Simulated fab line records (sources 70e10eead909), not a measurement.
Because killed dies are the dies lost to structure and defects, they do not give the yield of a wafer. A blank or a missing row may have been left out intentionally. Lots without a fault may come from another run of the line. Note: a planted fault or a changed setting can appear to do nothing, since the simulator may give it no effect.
Chamber matching    flow nandHarc    NHARC_A_STAIRCASE_DESCUM_270 on rieDiel-03: 4 sister chambers
The step chemistry O2, time 3 s. 18 wafers are shown with their chamber, then 9 later ones without.

## WAFERS PAIRED WITH THEIR CHAMBERS
wafer   chamber  showerheadPlenumPTorr (Torr)  drypumpMotorCurrentA (A)  oesProductAu (a.u.)
L074.1  0        1.87                          6.2                       1.021
L074.2  3        2.03                          5.9                       0.992
L074.6  3        2.03                          5.9                       1.009
L076.3  1        1.77                          6.2                       0.996
L076.4  3        2.02                          5.9                       1.019
L076.5  0        1.87                          6.1                       1.018
L079.2  1        1.76                          6.2                       0.977
L079.3  3        2.02                          5.9                       1.013
L079.4  2        1.82                          6.0                       0.990
L081.1  1        1.76                          6.2                       0.983
L081.5  1        1.76                          6.2                       0.988
L081.6  0        1.86                          6.2                       1.030
L085.2  3        2.01                          5.9                       0.991
L085.3  2        1.82                          6.0                       0.999
L085.5  2        1.82                          6.0                       0.995
L088.1  3        2.01                          5.9                       0.987
L088.3  0        1.86                          6.2                       1.030
L088.4  2        1.82                          6.0                       0.989

SIGNATURES (averages over the wafers above)
reading                chamber 0  chamber 1  chamber 2  chamber 3  scatter within a chamber
showerheadPlenumPTorr  1.8650     1.7625     1.8200     2.0200     0.00641
drypumpMotorCurrentA   6.175      6.200      6.000      5.900      0.0231
oesProductAu           1.02475    0.98600    0.99325    1.00183    0.00956
Rule: for a wafer and a chamber, the distance is found by dividing, reading by reading, the gap between the wafer's reading and the chamber's mean by the reading's scatter, squaring, summing and taking the root. If the next closest chamber is less than 2 further off than the closest, the wafer can't be placed; otherwise it belongs to the closest. How the scatter is found: for the shown wafers, subtract from each reading the mean of its chamber, square and add these, divide the total by (wafers less chambers), then take the root.

## WAFERS MISSING THEIR CHAMBER
wafer   showerheadPlenumPTorr (Torr)  drypumpMotorCurrentA (A)  oesProductAu (a.u.)
L090.1  1.81                          6.0                       0.995
L090.3  1.85                          6.1                       1.036
L090.5  2.07                          6.2                       1.007
L089.1  2.00                          5.9                       0.994
L089.5  1.81                          6.0                       0.993
L089.6  2.00                          5.9                       0.988
L096.1  2.00                          5.9                       1.004
L096.4  2.06                          6.2                       1.008
L096.6  2.00                          5.9                       1.008

## WHICH CHAMBER EACH WENT THROUGH
wafer    from the rows above   in truth
L090.1   2                     2
L090.3   0                     0
L090.5   3                     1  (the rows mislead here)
L089.1   3                     3
L089.5   2                     2
L089.6   3                     3
L096.1   3                     3
L096.4   3                     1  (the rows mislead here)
L096.6   3                     3
Placed correctly: 7 of 9. Left unplaced by these rows: 0. 2 placed wrongly.
